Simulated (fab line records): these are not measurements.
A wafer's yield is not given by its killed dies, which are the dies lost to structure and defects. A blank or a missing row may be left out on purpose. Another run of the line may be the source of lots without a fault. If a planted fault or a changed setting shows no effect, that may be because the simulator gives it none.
Split-lot trial + flow n5Finfet + 7 lots, 21 wafers read, on a route of 1938 steps

## ABOUT THE SPLIT
At N5_GATE_CUT_ETCH_58 (etches SiNx in CH3F/O2, target depth 17 nm, time 128.6 s), the setting timeS was moved away from the recipe's 128.6 s on 9 of the 21 wafers read, by -13.1% to +19.3%. All remaining wafers had this setting at the recipe value.

The reading comes from the split's own step.

## THE READING
SiNx_of_SDB_ALD_29.thkNm (the simulator's own value, which no gauge read), in nm, at N5_GATE_CUT_ETCH_58 (etches SiNx in CH3F/O2, target depth 17 nm, time 128.6 s). No usual value for it is given in the file. Average 24.6 nm, standard deviation 0.13 nm, over the 12 wafers here run with the recipe.

| wafer  | tool, chamber at the split | timeS as run, s | against the recipe | SiNx_of_SDB_ALD_29.thkNm, nm | against lot-mates on the recipe |
|--------|----------------------------|-----------------|--------------------|------------------------------|---------------------------------|
| L075.4 | rieDiel-01, 3              | 128.6           | recipe             | 24.4                         | -                               |
| L075.5 | rieDiel-01, 1              | 153.4           | +19.3%             | 24                           | -0.5                            |
| L075.6 | rieDiel-01, 2              | 128.6           | recipe             | 24.6                         | -                               |
| L076.2 | rieDiel-06, 1              | 128.6           | recipe             | 24.6                         | -                               |
| L076.3 | rieDiel-06, 0              | 128.6           | recipe             | 24.6                         | -                               |
| L076.5 | rieDiel-06, 3              | 111.7           | -13.1%             | 25                           | +0.4                            |
| L077.2 | rieDiel-01, 1              | 128.6           | recipe             | 24.6                         | -                               |
| L077.3 | rieDiel-01, 3              | 128.6           | recipe             | 24.8                         | -                               |
| L077.6 | rieDiel-01, 2              | 128.6           | recipe             | 24.6                         | -                               |
| L080.2 | rieDiel-02, 3              | 128.6           | recipe             | 24.8                         | -                               |
| L080.3 | rieDiel-02, 2              | 151.2           | +17.6%             | 23.8                         | -1.0                            |
| L080.5 | rieDiel-02, 3              | 151.2           | +17.6%             | 24                           | -0.8                            |
| L087.1 | rieDiel-01, 0              | 137.1           | +6.6%              | 24.2                         | -0.4                            |
| L087.3 | rieDiel-01, 3              | 128.6           | recipe             | 24.6                         | -                               |
| L087.4 | rieDiel-01, 2              | 128.6           | recipe             | 24.6                         | -                               |
| L092.4 | rieDiel-06, 0              | 151.2           | +17.6%             | 24                           | -0.6                            |
| L092.5 | rieDiel-06, 1              | 128.6           | recipe             | 24.8                         | -                               |
| L092.6 | rieDiel-06, 2              | 128.6           | recipe             | 24.4                         | -                               |
| L097.1 | rieDiel-01, 3              | 152.8           | +18.8%             | 24                           | no lot-mate on the recipe       |
| L097.4 | rieDiel-01, 2              | 152.8           | +18.8%             | 24.2                         | no lot-mate on the recipe       |
| L097.6 | rieDiel-01, 3              | 152.8           | +18.8%             | 24.2                         | no lot-mate on the recipe       |

THE FIT
A straight line over all 21 wafers: SiNx_of_SDB_ALD_29.thkNm changes by -0.0315 nm for each +1% of timeS; r = -0.91; the points scatter about the line by 0.14 nm.
The same after taking each lot's own level away (the mean of its wafers on the recipe; 18 wafers): -0.0385 nm for each +1%; r = -0.92; scatter 0.14 nm.
The reading moves by 0.74 nm for the largest change in timeS, on that fit.
From 24.50 to 24.80 nm: that is the span of the lots' own levels, equal to 2.3 times the standard deviation above.
So the lot-to-lot level changes the slope: the two fits differ.
Check: with one of the wafers moved furthest among these (+19.3%) left out of the fit, the line predicts -0.85 nm for it against its lot-mates. It came out at -0.5 nm against them.

## THE OTHER SPLITS THESE WAFERS WENT THROUGH
Before the reading, these wafers also passed through other splits. Each is held against what the fit with the lots' levels taken away leaves over:
| other split on the same wafers  | wafers away from the commonest value | r with SiNx_of_SDB_ALD_29.thkNm (lot level and that fit taken away) |
|---------------------------------|--------------------------------------|---------------------------------------------------------------------|
| N5_SD_EPI_P_EPI_21 tempC        | 7                                    | +0.02                                                               |
| N5_HKMG_FIN_HK_ALD_01 aldCycles | 7                                    | +0.34                                                               |

## THE WHOLE CHAIN: every reading that the file lists as answering this split, in the file's order
| step                | what it does                                             | reading                                                                   | change (the file's fit)                | r (the file's) |
|---------------------|----------------------------------------------------------|---------------------------------------------------------------------------|----------------------------------------|----------------|
| N5_GATE_CUT_ETCH_58 | etches SiNx in CH3F/O2, target depth 17 nm, time 128.6 s | etch.depthNm (the simulator's own value, which no gauge read)             | +0.18 nm for each +1% of the setting   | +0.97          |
| N5_GATE_CUT_ETCH_58 | etches SiNx in CH3F/O2, target depth 17 nm, time 128.6 s | SiNx_of_SDB_ALD_29.thkNm (the simulator's own value, which no gauge read) | -0.0364 nm for each +1% of the setting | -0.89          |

## THE FILE'S OWN FIT
SiNx_of_SDB_ALD_29.thkNm changes by -0.0364 nm for each +1% of timeS, r = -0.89.
